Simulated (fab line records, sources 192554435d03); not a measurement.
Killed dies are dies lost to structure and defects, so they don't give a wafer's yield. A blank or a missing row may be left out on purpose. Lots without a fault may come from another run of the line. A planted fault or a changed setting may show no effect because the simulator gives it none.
Which tool did it? | flow n5_finfet | 15 lots, 45 wafers sampled, at 4 steps of a route of 1938

WHAT THE GAUGES READ, wafer by wafer
The record holds no reading of a measuring or inspecting step that can be judged against a usual standard deviation.

WHICH TOOL RAN EACH LOT (tool, then ch and the chambers of the sampled wafers, then the start)
lot  | N5_BEOL_M13_SPUTTER_43       | N5_BEOL_M13_DEP_53              | N5_BEOL_M14_PEB_08                | N5_BEOL_M14_DESCUM_15
L598 | pvd_sputter-03, day 11 09:07 | pecvd-03 ch 0,1,2, day 11 10:13 | litho_track-01 ch 0, day 11 10:43 | rie_diel-01 ch 0,1, day 11 10:57
L599 | pvd_sputter-03, day 11 21:26 | pecvd-03 ch 0,2, day 11 22:31   | litho_track-04 ch 0, day 11 23:10 | rie_diel-03 ch 0,1,3, day 11 23:22
L600 | pvd_sputter-03, day 11 21:56 | pecvd-03 ch 1,2, day 11 23:02   | litho_track-05 ch 0, day 11 23:40 | rie_diel-03 ch 0,3, day 11 23:52
L601 | pvd_sputter-01, day 12 01:07 | pecvd-04 ch 1,2, day 12 02:13   | litho_track-01 ch 0, day 12 02:52 | rie_diel-05 ch 2,3, day 12 03:04
L603 | pvd_sputter-02, day 12 09:42 | pecvd-03 ch 1,2, day 12 12:47   | litho_track-01 ch 0, day 12 13:17 | rie_diel-03 ch 0,2,3, day 12 13:29
L610 | pvd_sputter-02, day 14 00:08 | pecvd-02 ch 0,1,2, day 14 01:14 | litho_track-01, day 14 01:45      | rie_diel-05 ch 1,2,3, day 14 01:58
L611 | pvd_sputter-02, day 14 07:32 | pecvd-03 ch 0,1,2, day 14 08:59 | litho_track-04, day 14 09:29      | rie_diel-03 ch 0,1,2, day 14 09:41
L612 | pvd_sputter-02, day 14 10:08 | pecvd-02 ch 0,1,2, day 14 11:18 | litho_track-04, day 14 11:53      | rie_diel-05 ch 0,1,3, day 14 12:08
L613 | pvd_sputter-01, day 14 11:43 | pecvd-02 ch 0,1, day 14 13:42   | litho_track-05 ch 0, day 14 14:13 | rie_diel-05 ch 0,1, day 14 14:56
L614 | pvd_sputter-02, day 16 05:50 | pecvd-03 ch 0,1,2, day 16 06:56 | litho_track-04 ch 0, day 16 07:26 | rie_diel-03 ch 1,2, day 16 08:04
L615 | pvd_sputter-02, day 16 16:38 | pecvd-02 ch 0,1, day 16 17:58   | litho_track-04 ch 0, day 16 18:28 | rie_diel-03 ch 1,3, day 16 18:40
L616 | pvd_sputter-02, day 16 17:00 | pecvd-02 ch 0,1,2, day 16 18:14 | litho_track-01 ch 0, day 16 18:44 | rie_diel-05 ch 0,1,2, day 16 18:56
L619 | pvd_sputter-03, day 16 18:01 | pecvd-04 ch 0,1, day 16 19:07   | litho_track-04 ch 0, day 16 19:44 | rie_diel-05 ch 0,2,3, day 16 20:19
L617 | pvd_sputter-03, day 16 18:34 | pecvd-04 ch 0,1, day 16 19:40   | litho_track-05 ch 0, day 16 20:18 | rie_diel-05 ch 1,3, day 16 20:47
L618 | pvd_sputter-02, day 17 18:55 | pecvd-02 ch 0,1,2, day 17 20:06 | litho_track-01 ch 0, day 17 20:44 | rie_diel-01 ch 0,2, day 17 21:01
- N5_BEOL_M13_SPUTTER_43: material TaN, target thk 15 nm, time 24.19 s.
- N5_BEOL_M13_DEP_53: deposits SiCN from 3MS/NH3, target thk 50 nm, time 17.8 s.
- N5_BEOL_M14_PEB_08: peb time 90 s.
- N5_BEOL_M14_DESCUM_15: chemistry O2, time 7.9 s.

WHAT THE TOOLS THEMSELVES READ (means of the sampled wafers that have a number; where no wafer has one, the mark that the record gives instead)
N5_BEOL_M13_SPUTTER_43. Usual: throttle_valve_pct 30.2 %, standard deviation 1.
lot  | tool           | throttle_valve_pct (%) | flag
L598 | pvd_sputter-03 | 30.5                   |
L599 | pvd_sputter-03 | 30.6                   |
L600 | pvd_sputter-03 | 29.7                   |
L601 | pvd_sputter-01 | 29.0                   |
L603 | pvd_sputter-02 | 30.1                   |
L610 | pvd_sputter-02 | 30.7                   |
L611 | pvd_sputter-02 | 30.5                   |
L612 | pvd_sputter-02 | 30.5                   |
L613 | pvd_sputter-01 | 28.9                   |
L614 | pvd_sputter-02 | 30.6                   |
L615 | pvd_sputter-02 | 30.5                   |
L616 | pvd_sputter-02 | 30.6                   |
L619 | pvd_sputter-03 | 29.1                   |
L617 | pvd_sputter-03 | 30.7                   |
L618 | pvd_sputter-02 | 30.6                   |

N5_BEOL_M13_DEP_53. Usual: showerhead_plenum_p_Torr 4.160 Torr, standard deviation 0.019; throttle_valve_pct 18.3 %, standard deviation 1.1.
lot  | tool     | showerhead_plenum_p_Torr (Torr) | throttle_valve_pct (%) | flag
L598 | pecvd-03 | 4.157                           | 18.6                   |
L599 | pecvd-03 | 4.154                           | 18.0                   |
L600 | pecvd-03 | 4.152                           | 18.3                   |
L601 | pecvd-04 | 4.141                           | 17.2                   |
L603 | pecvd-03 | 4.155                           | 18.4                   |
L610 | pecvd-02 | 4.165                           | 18.9                   |
L611 | pecvd-03 | 4.153                           | 18.7                   |
L612 | pecvd-02 | 4.163                           | 18.7                   |
L613 | pecvd-02 | 4.166                           | 19.7                   |
L614 | pecvd-03 | 4.160                           | 18.5                   |
L615 | pecvd-02 | 4.164                           | 19.7                   |
L616 | pecvd-02 | 4.160                           | 18.9                   |
L619 | pecvd-04 | 4.134                           | 17.5                   |
L617 | pecvd-04 | 4.154                           | 17.3                   |
L618 | pecvd-02 | 4.165                           | 18.9                   |

N5_BEOL_M14_PEB_08. Usual: chill_plate_temp_C 22.99 C, standard deviation 0.12; exhaust_pa 45.0 Pa, standard deviation 0.92; plate_temp_C 130.01 C, standard deviation 0.14.
lot  | tool           | chill_plate_temp_C (C) | exhaust_pa (Pa) | plate_temp_C (C) | flag
L598 | litho_track-01 | 23.16                  | 43.3            | 129.95           |
L599 | litho_track-04 | 22.98                  | 45.1            | 130.11           |
L600 | litho_track-05 | 23.06                  | 45.7            | 129.86           |
L601 | litho_track-01 | 22.98                  | 45.1            | 130.03           |
L603 | litho_track-01 | 23.02                  | 44.6            | 129.99           |
L610 | litho_track-01 | -                      | -               | -                | OFF
L611 | litho_track-04 | -                      | -               | -                | OFF
L612 | litho_track-04 | -                      | -               | -                | OFF
L613 | litho_track-05 | 22.95                  | 44.7            | 130.03           |
L614 | litho_track-04 | 23.13                  | 45.2            | 130.03           |
L615 | litho_track-04 | 23.03                  | 45.4            | 129.73           |
L616 | litho_track-01 | 23.08                  | 45.8            | 130.22           |
L619 | litho_track-04 | 22.85                  | 45.7            | 129.98           |
L617 | litho_track-05 | 22.96                  | 45.0            | 129.94           |
L618 | litho_track-01 | 22.98                  | 44.2            | 129.93           |

N5_BEOL_M14_DESCUM_15. Usual: drypump_motor_current_A 5.7 A, standard deviation 0.43; oes_product_au 0.80 a.u., standard deviation 0.088; rf_vpp_V 243.8 V, standard deviation 1.1; showerhead_plenum_p_Torr 2.13 Torr, standard deviation 0.044; throttle_valve_pct 20.34 %, standard deviation 0.21.
lot  | tool        | drypump_motor_current_A (A) | oes_product_au (a.u.) | rf_vpp_V (V) | showerhead_plenum_p_Torr (Torr) | throttle_valve_pct (%) | flag
L598 | rie_diel-01 | 6.2                         | 0.72                  | 244.7        | 2.17                            | 20.41                  |
L599 | rie_diel-03 | 5.5                         | 0.79                  | 243.3        | 2.17                            | 20.44                  |
L600 | rie_diel-03 | 5.7                         | 0.80                  | 245.0        | 2.19                            | 20.37                  |
L601 | rie_diel-05 | 5.8                         | 0.91                  | 243.4        | 2.10                            | 20.29                  |
L603 | rie_diel-03 | 5.5                         | 0.85                  | 243.5        | 2.17                            | 20.23                  |
L610 | rie_diel-05 | 5.6                         | 0.83                  | 243.4        | 2.08                            | 20.29                  |
L611 | rie_diel-03 | 5.5                         | 0.84                  | 243.6        | 2.16                            | 20.27                  |
L612 | rie_diel-05 | 5.8                         | 0.87                  | 242.9        | 2.09                            | 20.15                  |
L613 | rie_diel-05 | 5.5                         | 0.80                  | 243.0        | 2.10                            | 20.05                  |
L614 | rie_diel-03 | 5.3                         | 0.85                  | 243.1        | 2.13                            | 20.13                  |
L615 | rie_diel-03 | 5.3                         | 0.83                  | 243.3        | 2.13                            | 20.40                  |
L616 | rie_diel-05 | 5.8                         | 0.81                  | 243.7        | 2.10                            | 20.11                  |
L619 | rie_diel-05 | 6.0                         | 0.87                  | 243.9        | 2.09                            | 20.21                  |
L617 | rie_diel-05 | 5.5                         | 0.81                  | 242.8        | 2.05                            | 20.40                  |
L618 | rie_diel-01 | 6.0                         | 0.73                  | 244.1        | 2.13                            | 20.55                  |

THE ANSWER, worked out from the rows above alone
Rule: a lot is off if the mean of its wafers that have a number lies more than 3 standard deviations from the usual mean. A lot without any number at a reading at which 4 lots or more have one is off too. The other lots that the step has rows for count as sound. The gauges are gone through in route order, then the tools' own readings, and for those a lot's mean is taken as printed above. The first step at which some lot is off is used, and at that step the reading that is off furthest; a lot without a number counts as furthest.
Off: L610, L611, L612, at N5_BEOL_M14_PEB_08 (chill_plate_temp_C). Without a number there: L610, L611, L612.
A tool fits if, at that step or a process step before it, it ran every lot that is off, and no sound lot after the first of them. None of those tried fits.

WHAT THE SIMULATOR HAD PUT IN
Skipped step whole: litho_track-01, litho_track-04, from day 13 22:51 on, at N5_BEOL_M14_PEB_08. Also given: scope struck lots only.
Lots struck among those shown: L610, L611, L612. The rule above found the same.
